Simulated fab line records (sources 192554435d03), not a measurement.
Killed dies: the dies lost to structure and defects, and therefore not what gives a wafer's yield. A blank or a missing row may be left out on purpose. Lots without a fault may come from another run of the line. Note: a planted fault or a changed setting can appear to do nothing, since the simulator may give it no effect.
Split-lot experiment | flow n5_finfet | route with 1938 steps; 7 lots, 21 wafers read

== ON THE SPLIT ==
At N5_BEOL_M6_ETCH_66 (etches SOC in N2/H2, target depth 80 nm, overetch 16 nm, time 120 s), the setting bias_w was moved away from the recipe's 150 W on 3 of the 21 wafers read, by -17.9% to +11.3%. The other wafers ran this setting at the recipe's value.

Reading taken at the split's own step.

== THE READING ==
rf_vpp_V, in V, at N5_BEOL_M6_ETCH_66 (etches SOC in N2/H2, target depth 80 nm, overetch 16 nm, time 120 s). Typical for fault-free wafers on this fab line: 523.0 V, with standard deviation 2.1 V.

wafer  | tool, chamber at the split | bias_w as run, W | against the recipe | rf_vpp_V, V | against lot-mates on the recipe
L081.2 | rie_diel-02, 0             | 150              | recipe             | 519.7       | -
L081.4 | rie_diel-02, 1             | 150              | recipe             | 519.8       | -
L081.6 | rie_diel-02, 3             | 150              | recipe             | 522.3       | -
L082.4 | rie_diel-03, 1             | 167              | +11.3%             | 558.5       | +34.5
L082.5 | rie_diel-03, 2             | 150              | recipe             | 524.4       | -
L082.6 | rie_diel-03, 3             | 150              | recipe             | 523.5       | -
L085.2 | rie_diel-03, 1             | 150              | recipe             | 520.9       | -
L085.3 | rie_diel-03, 2             | 150              | recipe             | 523.8       | -
L085.4 | rie_diel-03, 2             | 150              | recipe             | 525.6       | -
L086.1 | rie_diel-02, 0             | 150              | recipe             | 520.1       | -
L086.3 | rie_diel-02, 1             | 150              | recipe             | 521.8       | -
L086.5 | rie_diel-02, 2             | 150              | recipe             | 524.5       | -
L089.4 | rie_diel-06, 0             | 123.2            | -17.9%             | 461.4       | -63.1
L089.5 | rie_diel-06, 1             | 150              | recipe             | 524.4       | -
L089.6 | rie_diel-06, 2             | 150              | recipe             | 524.5       | -
L090.2 | rie_diel-06, 2             | 150              | recipe             | 523.8       | -
L090.3 | rie_diel-06, 3             | 150              | recipe             | 519.8       | -
L090.4 | rie_diel-06, 0             | 150              | recipe             | 521.3       | -
L097.4 | rie_diel-03, 1             | 150              | recipe             | 519.9       | -
L097.5 | rie_diel-03, 1             | 150              | recipe             | 520.1       | -
L097.6 | rie_diel-03, 0             | 165.1            | +10.1%             | 559.5       | +39.5

THE FIT
A straight line over all 21 wafers: rf_vpp_V changes by +3.41 V for each +1% of bias_w; r = +0.99; the points scatter about the line by 2.1 V.
The same after taking each lot's own level away (the mean of its wafers on the recipe; 21 wafers): +3.49 V for each +1%; r = +0.99; scatter 2 V.
On that fit, the largest move of bias_w shifts the reading by 62 V.
The span of the lots' own levels, 520.00 to 524.45 V, comes to 2.1 times the standard deviation stated above.
Hence the lot-to-lot level has little effect on the slope; both slopes agree.
Check: for one of the wafers moved furthest among these (-17.9%), held out of the fit, the line's prediction against its lot-mates is -61.3 V. Against them it came out at -63.1 V.
Tool readings at the split's step, against how far the setting was moved: rf_vpp_V r = +0.99.

== FURTHER SPLITS ON THESE WAFERS ==
Note: prior to the reading, these wafers also went through further splits. Each is held against what the fit with the lots' levels taken away leaves over:
other split on the same wafers | wafers away from the commonest value | r with rf_vpp_V (lot level and that fit taken away)
N5_BEOL_M2_ILD_DEP_00 time_s   | 4                                    | -0.04
N5_BEOL_M3_EXPOSE_08 dose_mj   | 9                                    | -0.12
N5_BEOL_M3_COAT_22 spin_rpm    | 6                                    | -0.02
N5_BEOL_M3_EXPOSE_25 dose_mj   | 6                                    | +0.16
N5_BEOL_M4_EXPOSE_25 dose_mj   | 5                                    | -0.20
N5_BEOL_M4_DESCUM_33 time_s    | 6                                    | -0.22

== THE WHOLE CHAIN: every reading that the file lists as answering this split, in the file's order ==
step               | what it does                                                        | reading                                                                          | change (the file's fit)                | r (the file's)
N5_BEOL_M6_ETCH_66 | etches SOC in N2/H2, target depth 80 nm, overetch 16 nm, time 120 s | rf_vpp_V                                                                         | +3.49 V for each +1% of the setting    | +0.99
N5_BEOL_M6_ETCH_66 | etches SOC in N2/H2, target depth 80 nm, overetch 16 nm, time 120 s | SiARC_of_BEOL_M6_COAT_64.thk_nm (the simulator's own value, which no gauge read) | -0.0952 nm for each +1% of the setting | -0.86

== FILE'S OWN FIT ==
rf_vpp_V changes by +3.49 V for each +1% of bias_w, r = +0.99.
